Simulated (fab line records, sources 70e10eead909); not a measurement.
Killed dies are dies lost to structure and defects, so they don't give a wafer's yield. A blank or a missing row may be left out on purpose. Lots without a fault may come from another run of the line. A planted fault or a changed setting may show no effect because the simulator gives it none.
Which tool did it? | flow nand_harc | 12 lots, 36 wafers sampled, at 6 steps of a route of 1302

WHAT THE GAUGES READ, wafer by wafer
NHARC_END_SORT_01. Usual: defect_limited_yield 91 %, standard deviation 3.2; killed_at_array 55, standard deviation 22; killed_at_other 0.9, standard deviation 1.2; killed_at_periphery 3.6, standard deviation 2.3; killed_dies 60, standard deviation 22; killed_open 3.2, standard deviation 1.9; killed_short 2.5, standard deviation 1.6.
lot  | measured     | on        | defect_limited_yield (%) | killed_at_array | killed_at_other | killed_at_periphery | killed_dies | killed_open | killed_short | flag
L249 | day 26 17:33 | prober-02 | 88 87 87                 | 77 85 82        | 2 1 1           | 3 0 2               | 82 86 85    | 2 2 4       | 1 2 5        |
L252 | day 27 15:58 | prober-01 | 91 92 93                 | 57 47 47        | 1 3 0           | 5 3 1               | 63 53 48    | 4 3 5       | 3 4 3        |
L253 | day 27 16:01 | prober-02 | 87 84 88                 | 81 106 75       | 0 0 0           | 4 3 4               | 85 109 79   | 3 6 3       | 4 2 1        |
L255 | day 28 07:37 | prober-01 | 96 95 96                 | 22 28 22        | 2 0 2           | 6 3 2               | 30 31 26    | 4 1 2       | 1 2 3        |
L256 | day 29 16:20 | prober-02 | 91 92 92                 | 57 47 51        | 1 5 0           | 3 1 2               | 61 53 53    | 3 3 2       | 7 2 3        |
L262 | day 32 14:43 | prober-01 | 95 94 94                 | 29 34 39        | 0 1 0           | 2 4 3               | 31 39 42    | 2 10 6      | 4 0 8        |

WHICH TOOL RAN EACH LOT (tool, then ch and the chambers of the sampled wafers, then the start)
lot  | NHARC_A_CHANNEL_HOLE_D2_ETCH_44    | NHARC_A_CHANNEL_FILL_D2_ALD_03                 | NHARC_A_CHANNEL_FILL_D2_CVD_09   | NHARC_A_CHANNEL_FILL_D2_CMP_10 | NHARC_A_STAIRCASE_DEP_156
L250 | rie_diel-11 ch 2,3, day 15 20:54   | ald_sin_batch-02 ch 0, day 17 18:44 or earlier | lpcvd_poly-04 ch 0, day 17 18:44 | cmp-01 ch 1,2,3, day 17 21:56  | pecvd-01 ch 0,1,2, day 17 22:38
L249 | rie_diel-12 ch 1,2,3, day 15 22:44 | ald_sin_batch-02 ch 0, day 17 18:44 or earlier | lpcvd_poly-04 ch 0, day 17 18:44 | cmp-03 ch 2,3, day 17 21:58    | pecvd-03 ch 0,2, day 17 22:38
L252 | rie_diel-11 ch 0,1,3, day 16 20:29 | ald_sin_batch-02 ch 0, day 18 18:23 or earlier | lpcvd_poly-01 ch 0, day 18 18:23 | cmp-03 ch 1,3, day 18 21:33    | pecvd-01 ch 1,2, day 18 22:20
L253 | rie_diel-12 ch 0,1,2, day 16 21:08 | ald_sin_batch-02 ch 0, day 18 18:23 or earlier | lpcvd_poly-01 ch 0, day 18 18:23 | cmp-01 ch 0,1,3, day 18 21:33  | pecvd-03 ch 1,2, day 18 22:23
L255 | rie_diel-11 ch 0,3, day 17 22:10   | ald_sin_batch-03 ch 0, day 19 16:49 or earlier | lpcvd_poly-04 ch 0, day 19 16:49 | cmp-04 ch 0,1,2, day 19 20:03  | pecvd-01 ch 0,1, day 19 20:46
L256 | rie_diel-12 ch 1,2,3, day 18 07:58 | ald_sin_batch-01 ch 0, day 20 10:46 or earlier | lpcvd_poly-01 ch 0, day 20 10:46 | cmp-01 ch 1,2,3, day 20 13:57  | pecvd-03 ch 0,2, day 20 14:41
L257 | rie_diel-12 ch 0,1,2, day 18 13:24 | ald_sin_batch-02 ch 0, day 20 10:46 or earlier | lpcvd_poly-01 ch 0, day 20 10:46 | cmp-04 ch 0,3, day 20 13:58    | pecvd-01 ch 0,1, day 20 14:45
L259 | rie_diel-08 ch 2,3, day 19 08:02   | ald_sin_batch-01 ch 0, day 21 09:38 or earlier | lpcvd_poly-01 ch 0, day 21 09:38 | cmp-04 ch 2,3, day 21 12:51    | pecvd-03 ch 0,1, day 21 13:50
L260 | rie_diel-12 ch 0,1,2, day 20 12:16 | ald_sin_batch-03 ch 0, day 22 15:26 or earlier | lpcvd_poly-01 ch 0, day 22 15:26 | cmp-01 ch 0,1,2, day 22 18:37  | -
L261 | rie_diel-12 ch 0,1,2, day 20 18:58 | ald_sin_batch-03 ch 0, day 22 15:26 or earlier | lpcvd_poly-01 ch 0, day 22 15:26 | cmp-03 ch 0,2,3, day 22 18:39  | -
L262 | rie_diel-12 ch 0,1,3, day 21 03:22 | ald_sin_batch-01 ch 0, day 23 01:20 or earlier | lpcvd_poly-03 ch 0, day 23 01:20 | cmp-03 ch 2,3, day 23 04:29    | pecvd-03 ch 0,1, day 23 05:31
L267 | rie_diel-11 ch 0,1,3, day 23 07:02 | ald_sin_batch-02 ch 0, day 25 05:58 or earlier | lpcvd_poly-04 ch 0, day 25 05:58 | cmp-01 ch 0,2,3, day 25 09:11  | pecvd-01 ch 0,1, day 25 09:53
- NHARC_A_CHANNEL_HOLE_D2_ETCH_44: etches the open film in CF4/O2, target depth 140 nm, overetch 14 nm, time 77 s.
- NHARC_A_CHANNEL_FILL_D2_ALD_03: deposits SiNx, target thk 6 nm, pulse time 60 s, ald cycles 58.
- NHARC_A_CHANNEL_FILL_D2_CVD_09: deposits poly-Si, target thk 150 nm, time 3000 s.
- NHARC_A_CHANNEL_FILL_D2_CMP_10: polishes, target thk 150 nm.
- NHARC_A_STAIRCASE_DEP_156: deposits SiNx, target thk 50 nm.

WHAT THE TOOLS THEMSELVES READ (means of the sampled wafers that have a number; where no wafer has one, the mark that the record gives instead)
NHARC_A_CHANNEL_HOLE_D2_ETCH_44. Usual: cf4_flow_sccm 80.03 sccm, standard deviation 0.23; drypump_motor_current_A 5.73 A, standard deviation 0.29; oes_ar_750_au 1.000 a.u., standard deviation 0.0047; oes_f_703_au 1.000 a.u., standard deviation 0.0046; oes_product_au 1.003 a.u., standard deviation 0.014; rf_vpp_V 197.3 V, standard deviation 1.3; showerhead_plenum_p_Torr 1.31 Torr, standard deviation 0.047; throttle_valve_pct 13.398 %, standard deviation 0.0088.
lot  | tool        | cf4_flow_sccm (sccm) | drypump_motor_current_A (A) | oes_ar_750_au (a.u.) | oes_f_703_au (a.u.) | oes_product_au (a.u.) | rf_vpp_V (V) | showerhead_plenum_p_Torr (Torr) | throttle_valve_pct (%) | flag
L250 | rie_diel-11 | 79.74                | 5.81                        | 1.001                | 0.998               | 1.001                 | 198.7        | 1.35                            | 13.397                 |
L249 | rie_diel-12 | 79.90                | 5.89                        | 1.003                | 0.997               | 0.998                 | 196.4        | 1.29                            | 13.400                 |
L252 | rie_diel-11 | 80.21                | 5.65                        | 1.000                | 1.006               | 0.983                 | 197.2        | 1.30                            | 13.401                 |
L253 | rie_diel-12 | 80.18                | 5.84                        | 1.000                | 1.000               | 0.996                 | 196.6        | 1.30                            | 13.405                 |
L255 | rie_diel-11 | 80.08                | 5.50                        | 0.999                | 1.000               | 0.994                 | 196.5        | 1.27                            | 13.398                 |
L256 | rie_diel-12 | 80.10                | 5.92                        | 1.002                | 0.993               | 1.007                 | 197.8        | 1.29                            | 13.398                 |
L257 | rie_diel-12 | 79.63                | 5.83                        | 0.997                | 0.997               | 1.000                 | 196.3        | 1.30                            | 13.397                 |
L259 | rie_diel-08 | 80.01                | 5.56                        | 1.002                | 0.994               | 1.018                 | 196.9        | 1.31                            | 13.395                 |
L260 | rie_diel-12 | 80.24                | 5.83                        | 1.005                | 0.997               | 0.997                 | 197.7        | 1.30                            | 13.402                 |
L261 | rie_diel-12 | 79.91                | 5.80                        | 0.997                | 1.004               | 1.001                 | 197.9        | 1.30                            | 13.393                 |
L262 | rie_diel-12 | 80.22                | 6.01                        | 0.995                | 1.004               | 1.008                 | 196.7        | 1.30                            | 13.408                 |
L267 | rie_diel-11 | 80.03                | 5.63                        | 0.999                | 0.993               | 0.998                 | 196.9        | 1.29                            | 13.401                 |

NHARC_A_CHANNEL_FILL_D2_ALD_03. Usual: precursor_pulse_height_rel 0.996, standard deviation 0.02.
lot  | tool             | precursor_pulse_height_rel | flag
L250 | ald_sin_batch-02 | 0.989                      |
L249 | ald_sin_batch-02 | 1.013                      |
L252 | ald_sin_batch-02 | 1.005                      |
L253 | ald_sin_batch-02 | 0.994                      |
L255 | ald_sin_batch-03 | 0.994                      |
L256 | ald_sin_batch-01 | 0.974                      |
L257 | ald_sin_batch-02 | 1.011                      |
L259 | ald_sin_batch-01 | 0.966                      |
L260 | ald_sin_batch-03 | 0.987                      |
L261 | ald_sin_batch-03 | 1.002                      |
L262 | ald_sin_batch-01 | 1.001                      |
L267 | ald_sin_batch-02 | 0.983                      |

NHARC_A_CHANNEL_FILL_D2_CVD_09. Usual: spike_tc_bottom_C 643.6 C, standard deviation 1.2; spike_tc_centre_C 620.8 C, standard deviation 1.8; spike_tc_lower_C 620.4 C, standard deviation 0.97; spike_tc_top_C 639.2 C, standard deviation 3; spike_tc_upper_C 619.7 C, standard deviation 1.1; tube_center_temp_C 620 C, standard deviation 0.059; zone_power_lower_pct 8.57 %, standard deviation 0.25.
lot  | tool          | spike_tc_bottom_C (C) | spike_tc_centre_C (C) | spike_tc_lower_C (C) | spike_tc_top_C (C) | spike_tc_upper_C (C) | tube_center_temp_C (C) | zone_power_lower_pct (%) | flag
L250 | lpcvd_poly-04 | 644.3                 | 618.2                 | 619.4                | 641.7              | 620.3                | 620                    | 8.69                     |
L249 | lpcvd_poly-04 | 643.5                 | 619.6                 | 619.7                | 641.7              | 620.7                | 620                    | 8.64                     |
L252 | lpcvd_poly-01 | 642.7                 | 622.3                 | 620.1                | 639.0              | 618.9                | 620                    | 8.65                     |
L253 | lpcvd_poly-01 | 643.2                 | 623.1                 | 620.3                | 637.6              | 619.1                | 620                    | 8.61                     |
L255 | lpcvd_poly-04 | 644.2                 | 619.4                 | 620.7                | 642.7              | 620.1                | 620                    | 8.68                     |
L256 | lpcvd_poly-01 | 643.9                 | 622.2                 | 621.4                | 637.1              | 619.6                | 620                    | 8.61                     |
L257 | lpcvd_poly-01 | 643.0                 | 622.1                 | 621.1                | 638.8              | 619.0                | 620                    | 8.52                     |
L259 | lpcvd_poly-01 | 642.1                 | 622.7                 | 619.9                | 640.0              | 618.8                | 620                    | 8.64                     |
L260 | lpcvd_poly-01 | 595.1                 | 573.7                 | 572.0                | 592.1              | 570.2                | 571                    | 7.44                     | OFF
L261 | lpcvd_poly-01 | 595.5                 | 574.1                 | 571.0                | 592.3              | 570.1                | 571                    | 7.50                     | OFF
L262 | lpcvd_poly-03 | 644.5                 | 619.4                 | 619.8                | 633.8              | 619.8                | 620                    | 7.96                     |
L267 | lpcvd_poly-04 | 643.3                 | 619.7                 | 619.8                | 641.8              | 620.3                | 620                    | 8.74                     |

NHARC_A_CHANNEL_FILL_D2_CMP_10. Usual: motor_current_A 12.3 A, standard deviation 1; time_to_endpoint_s 16 s, standard deviation 3.6.
lot  | tool   | motor_current_A (A) | time_to_endpoint_s (s) | flag
L250 | cmp-01 | 12.4                | 19                     |
L249 | cmp-03 | 10.4                | 14                     |
L252 | cmp-03 | 11.4                | 21                     |
L253 | cmp-01 | 12.7                | 13                     |
L255 | cmp-04 | 12.7                | 15                     |
L256 | cmp-01 | 13.0                | 17                     |
L257 | cmp-04 | 11.8                | 13                     |
L259 | cmp-04 | 12.8                | 16                     |
L260 | cmp-01 | 13.5                | 8                      |
L261 | cmp-03 | 11.7                | 3                      | OFF
L262 | cmp-03 | 11.4                | 12                     |
L267 | cmp-01 | 12.4                | 15                     |

NHARC_A_STAIRCASE_DEP_156. Usual: heater_power_w 721 W, standard deviation 110.
lot  | tool     | heater_power_w (W) | flag
L250 | pecvd-01 | 677                |
L249 | pecvd-03 | 685                |
L252 | pecvd-01 | 708                |
L253 | pecvd-03 | 673                |
L255 | pecvd-01 | 600                |
L256 | pecvd-03 | 616                |
L257 | pecvd-01 | 606                |
L259 | pecvd-03 | 748                |
L262 | pecvd-03 | 750                |
L267 | pecvd-01 | 642                |

THE ANSWER, worked out from the rows above alone
Rule: a lot is off if the mean of its wafers that have a number lies more than 3 standard deviations from the usual mean. A lot without any number at a reading at which 4 lots or more have one is off too. The other lots that the step has rows for count as sound. The gauges are gone through in route order, then the tools' own readings, and for those a lot's mean is taken as printed above. The first step at which some lot is off is used, and at that step the reading that is off furthest; a lot without a number counts as furthest.
Off: L260, L261, at NHARC_A_CHANNEL_FILL_D2_CVD_09 (tube_center_temp_C).
A tool fits if, at that step or a process step before it, it ran every lot that is off, and no sound lot after the first of them. NHARC_A_CHANNEL_FILL_D2_ALD_03 gives no start for some lots, so the hours and the order of its lots are those of NHARC_A_CHANNEL_FILL_D2_CVD_09. Can't be told from this: 2 tools fit, ald_sin_batch-03 at NHARC_A_CHANNEL_FILL_D2_ALD_03, lpcvd_poly-01 at NHARC_A_CHANNEL_FILL_D2_CVD_09.

WHAT THE SIMULATOR HAD PUT IN
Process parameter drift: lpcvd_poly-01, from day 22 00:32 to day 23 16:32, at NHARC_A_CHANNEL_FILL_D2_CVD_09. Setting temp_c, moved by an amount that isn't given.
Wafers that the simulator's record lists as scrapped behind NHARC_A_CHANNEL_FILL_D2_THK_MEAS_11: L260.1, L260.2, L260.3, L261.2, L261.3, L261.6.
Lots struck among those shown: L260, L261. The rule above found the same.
